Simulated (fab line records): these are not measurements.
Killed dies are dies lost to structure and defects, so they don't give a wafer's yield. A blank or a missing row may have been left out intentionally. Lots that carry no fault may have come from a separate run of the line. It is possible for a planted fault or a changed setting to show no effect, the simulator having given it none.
Which tool did it?    flow n5 finfet    32 wafers from 11 lots sampled at 3 of the route's 1938 steps

== WHAT EACH GAUGE READ, for each wafer ==
N5_BEOL_M7_OVL_MEAS_12.
lot   measured      on          M7_OVL (nm)
L783  day 9 02:23   overlay-01  0.4 -0.8 0.7
L784  day 9 07:21   overlay-02  1.1 0.8 0.7
L785  day 9 07:43   overlay-01  -0.4 0.0 -0.4
L786  day 9 23:17   overlay-02  0.3 0.6 -0.6
L789  day 10 10:06  overlay-02  0.9 0.7 -0.2
L790  day 11 01:52  overlay-02  -0.7 0.0 -0.2
L795  day 12 10:01  overlay-01  -0.5 0.2 0.1
L800  day 13 09:42  overlay-01  -0.3 -0.6
L799  day 13 23:51  overlay-02  0.7 -0.2 1.1
L804  day 14 20:41  overlay-01  0.2 0.3 0.3
L805  day 15 08:35  overlay-01  0.3 -0.4 -0.1

N5_BEOL_M7_INSPECT_13: inspects for defects (brightfield).
lot   measured      on                 raw defect count
L783  day 9 02:24   defect inspect-02  224 259 305
L784  day 9 07:22   defect inspect-02  318 415 482
L785  day 9 07:44   defect inspect-02  318 473 519
L786  day 9 23:18   defect inspect-02  370 325 335
L789  day 10 10:07  defect inspect-01  601 274 448
L790  day 11 01:53  defect inspect-02  409 367 392
L795  day 12 10:02  defect inspect-01  315 206 269
L800  day 13 09:44  defect inspect-01  421 524
L799  day 13 23:52  defect inspect-02  268 388 244
L804  day 14 20:43  defect inspect-01  435 520 512
L805  day 15 08:37  defect inspect-01  301 415 407

N5_BEOL_M7_CD_MEAS_18: pitch 80 nm, target cd 40 nm.
lot   measured      on         cd nm (nm)
L783  day 9 02:53   cd sem-01  39.5 39.8 40.0
L784  day 9 07:52   cd sem-02  39.9 39.5 39.8
L785  day 9 08:14   cd sem-01  39.6 41.7 40.1
L786  day 9 23:54   cd sem-03  39.9 40.5 39.2
L789  day 10 10:38  cd sem-02  41.0 41.0 40.6
L790  day 11 02:28  cd sem-03  40.3 39.9 40.1
L795  day 12 10:42  cd sem-01  39.8 39.5 40.3
L800  day 13 10:14  cd sem-01  39.7 38.9
L799  day 14 00:23  cd sem-01  40.0 39.8 39.8
L804  day 14 21:19  cd sem-01  40.4 41.0 40.5
L805  day 15 09:06  cd sem-02  40.2 40.4 39.1

== WHICH TOOL RAN EACH LOT (tool, then ch and the chambers of the sampled wafers, then the start) ==
The record holds no process step before these readings.

== AS READ BY THE TOOLS THEMSELVES (means over the sampled wafers that have a number; for cases with no such wafer, the mark the record gives instead) ==
The record holds no such reading with a usual standard deviation.

== THE ANSWER, worked out from the rows above alone ==
Rule: what is usual is taken from the lots themselves. The widest of any qualifying gaps counts: lots, ordered by their means at a reading, are off when they make up no more than a third of the lots, leave a main group of 4 or more, and stand apart from it by 3 or more times the standard deviation of that group's means. If all means in a main group match to the digits the tables above print for the reading, that group is not used. Also off: a lot with no number at a reading for which 4 or more lots have one. The other lots that the step has rows for count as sound. First the gauges in route order, then the tools' own readings, where a lot's mean is used as printed above. The first step at which some lot is off is used, and at that step the reading that is off furthest; a lot without a number counts as furthest.
Nothing can be told from this: no lot is off at any reading shown.

== WHAT HAD BEEN PUT IN BY THE SIMULATOR ==
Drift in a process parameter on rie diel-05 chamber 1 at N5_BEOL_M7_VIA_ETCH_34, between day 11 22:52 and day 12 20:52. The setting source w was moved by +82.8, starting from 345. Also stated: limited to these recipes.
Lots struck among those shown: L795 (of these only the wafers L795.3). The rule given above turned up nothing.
